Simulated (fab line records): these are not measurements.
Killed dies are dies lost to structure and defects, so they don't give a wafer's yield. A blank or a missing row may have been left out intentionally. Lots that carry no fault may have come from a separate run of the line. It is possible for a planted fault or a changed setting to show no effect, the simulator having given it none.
Chamber matching :: flow nand_harc :: NHARC_A_BONDPAD_CMP_29 on cmp-03: 4 sister chambers
The step polishes SiCN, target thk 200 nm. 4 wafers are shown with their chamber, then 11 later ones without.

WAFERS WITH THEIR CHAMBER
wafer: L087.3
chamber: 3
motor_current_A (A): 10.2

wafer: L087.5
chamber: 1
motor_current_A (A): 10.9

wafer: L087.6
chamber: 0
motor_current_A (A): 11.7

wafer: L085.1
chamber: 2
motor_current_A (A): 11.6

WAFERS WHOSE CHAMBER IS MISSING
wafer: L085.2
motor_current_A (A): 12.2

wafer: L085.5
motor_current_A (A): 12.4

wafer: L086.3
motor_current_A (A): 11.9

wafer: L086.4
motor_current_A (A): 11.1

wafer: L086.6
motor_current_A (A): 12.1

wafer: L086.1
motor_current_A (A): 10.5

wafer: L086.2
motor_current_A (A): 12.3

wafer: L086.5
motor_current_A (A): 10.9

wafer: L094.1
motor_current_A (A): 12.4

wafer: L094.3
motor_current_A (A): 10.9

wafer: L094.6
motor_current_A (A): 10.7

WHICH CHAMBER EACH ONE RAN IN
wafer: L085.2
from the rows above: can't be placed: 0 or 2 or 1
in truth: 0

wafer: L085.5
from the rows above: can't be placed: 0 or 2 or 1
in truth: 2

wafer: L086.3
from the rows above: can't be placed: 0 or 2 or 1
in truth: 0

wafer: L086.4
from the rows above: can't be placed: 1 or 2 or 0 or 3
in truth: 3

wafer: L086.6
from the rows above: can't be placed: 0 or 2 or 1
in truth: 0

wafer: L086.1
from the rows above: can't be placed: 3 or 1 or 2
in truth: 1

wafer: L086.2
from the rows above: can't be placed: 0 or 2 or 1
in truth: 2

wafer: L086.5
from the rows above: can't be placed: 1 or 2 or 3 or 0
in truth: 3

wafer: L094.1
from the rows above: can't be placed: 0 or 2 or 1
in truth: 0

wafer: L094.3
from the rows above: can't be placed: 1 or 2 or 3 or 0
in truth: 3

wafer: L094.6
from the rows above: can't be placed: 1 or 3 or 2 or 0
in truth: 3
Correctly placed: 0 of 11. These rows do not allow placing 11 (true chamber among the candidates in 11). Number placed wrongly: 0.
How it was worked out, from the rows above alone: a wafer's distance from a chamber is the root of the sum, over the readings, of the square of ((its reading less the chamber's mean) divided by the reading's scatter). If the next closest chamber is less than 2 further off than the closest, the wafer can't be placed; otherwise it belongs to the closest. For every chamber, the mean is computed from those of its wafers that are shown. The scatter: root of mean squared gap, hidden wafer to nearest shown wafer, with one shown wafer a chamber.
